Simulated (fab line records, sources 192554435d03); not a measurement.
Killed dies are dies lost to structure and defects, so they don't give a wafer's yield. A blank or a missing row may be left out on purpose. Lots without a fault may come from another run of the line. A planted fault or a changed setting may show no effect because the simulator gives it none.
Split-lot experiment | flow n5_finfet | 7 lots, 21 wafers read, on a route of 1938 steps

THE SPLIT
At N5_FIN_CUT_COAT_18 (time 60 s, resist thk 230 nm), the setting spin_rpm was moved away from the recipe's 1500 rpm on 8 of the 21 wafers read, by -7.6% to +11.0%. The other wafers ran this setting at the recipe's value.

FROM THE SPLIT TO THE READING: what the file shows between them, 4 steps
- N5_FIN_CUT_COAT_19: time 60 s, resist thk 20 nm
- N5_FIN_CUT_COAT_29: time 60 s, resist thk 10 nm
- N5_FIN_CUT_ETCH_30: etches underlayer in N2/H2, target depth 13 nm, time 10.4 s
- N5_FIN_CUT_ETCH_20: etches SiARC in CF4, target depth 26 nm, time 43.3 s

THE READING
etch.depth_nm (the simulator's own value, which no gauge read), in nm, at N5_FIN_CUT_ETCH_21 (etches SOC in N2/H2, target depth 219 nm, overetch 43.8 nm, time 523.5 s). The file gives no usual value for it. The 13 wafers here that ran the recipe average 229.7 nm, standard deviation 0.83 nm.

wafer  | tool, chamber at the split | spin_rpm as run, rpm | against the recipe | etch.depth_nm, nm | against lot-mates on the recipe
L078.1 | litho_track-01, 0          | 1500                 | recipe             | 230.6             | -
L078.3 | litho_track-01, 0          | 1500                 | recipe             | 230.3             | -
L078.5 | litho_track-01, 0          | 1584                 | +5.6%              | 223.8             | -6.6
L079.3 | litho_track-01, 0          | 1500                 | recipe             | 230               | -
L079.4 | litho_track-01, 0          | 1500                 | recipe             | 229.6             | -
L079.6 | litho_track-01, 0          | 1500                 | recipe             | 230.4             | -
L081.3 | litho_track-01, 0          | 1386                 | -7.6%              | 240               | +10.2
L081.4 | litho_track-01, 0          | 1386                 | -7.6%              | 239.5             | +9.7
L081.6 | litho_track-01, 0          | 1500                 | recipe             | 229.8             | -
L085.1 | litho_track-05, 0          | 1500                 | recipe             | 228.4             | -
L085.2 | litho_track-05, 0          | 1406                 | -6.3%              | 236.2             | +7.8
L085.3 | litho_track-05, 0          | 1406                 | -6.3%              | 236               | +7.6
L089.1 | litho_track-01, 0          | 1500                 | recipe             | 230.1             | -
L089.3 | litho_track-01, 0          | 1500                 | recipe             | 230.7             | -
L089.4 | litho_track-01, 0          | 1665                 | +11.0%             | 218.9             | -11.5
L092.2 | litho_track-01, 0          | 1500                 | recipe             | 229.9             | -
L092.3 | litho_track-01, 0          | 1500                 | recipe             | 230.2             | -
L092.5 | litho_track-01, 0          | 1568                 | +4.5%              | 225.3             | -4.8
L093.1 | litho_track-02, 0          | 1563                 | +4.2%              | 224.1             | -4.2
L093.4 | litho_track-02, 0          | 1500                 | recipe             | 228.6             | -
L093.6 | litho_track-02, 0          | 1500                 | recipe             | 228               | -

THE FIT
A straight line over all 21 wafers: etch.depth_nm changes by -1.11 nm for each +1% of spin_rpm; r = -0.98; the points scatter about the line by 0.96 nm.
The same after taking each lot's own level away (the mean of its wafers on the recipe; 21 wafers): -1.17 nm for each +1%; r = -1.00; scatter 0.5 nm.
On that fit, the largest move of spin_rpm shifts the reading by 13 nm.
The lots' own levels span 228.30 to 230.45 nm, that is 2.6 times the standard deviation above.
So the lot-to-lot level changes the slope little: the two slopes agree.
Check: with one of the wafers moved furthest among these (+11.0%) left out of the fit, the line predicts -13.3 nm for it against its lot-mates. It came out at -11.5 nm against them.

OTHER SPLITS ON THESE WAFERS
These wafers also went through other splits before the reading. Each is held against what the fit with the lots' levels taken away leaves over:
other split on the same wafers | wafers away from the commonest value | r with etch.depth_nm (lot level and that fit taken away)
N5_ZERO_LAYER_PECVD_02 time_s  | 5                                    | -0.14
N5_ZERO_LAYER_COAT_05 spin_rpm | 4                                    | -0.09
N5_FIN_SAQP_PEB_14 peb_time_s  | 5                                    | +0.29
N5_FIN_SAQP_ETCH_34 source_w   | 6                                    | -0.03

THE WHOLE CHAIN: every reading that the file lists as answering this split, in the file's order
step               | what it does                                                             | reading                                                                        | change (the file's fit)              | r (the file's)
N5_FIN_CUT_COAT_18 | time 60 s, resist thk 230 nm                                             | SOC_of_FIN_CUT_COAT_18.thk_nm (the simulator's own value, which no gauge read) | -1.14 nm for each +1% of the setting | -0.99
N5_FIN_CUT_ETCH_21 | etches SOC in N2/H2, target depth 219 nm, overetch 43.8 nm, time 523.5 s | etch.depth_nm (the simulator's own value, which no gauge read)                 | -1.14 nm for each +1% of the setting | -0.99

THE FILE'S OWN FIT
etch.depth_nm changes by -1.14 nm for each +1% of spin_rpm, r = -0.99.
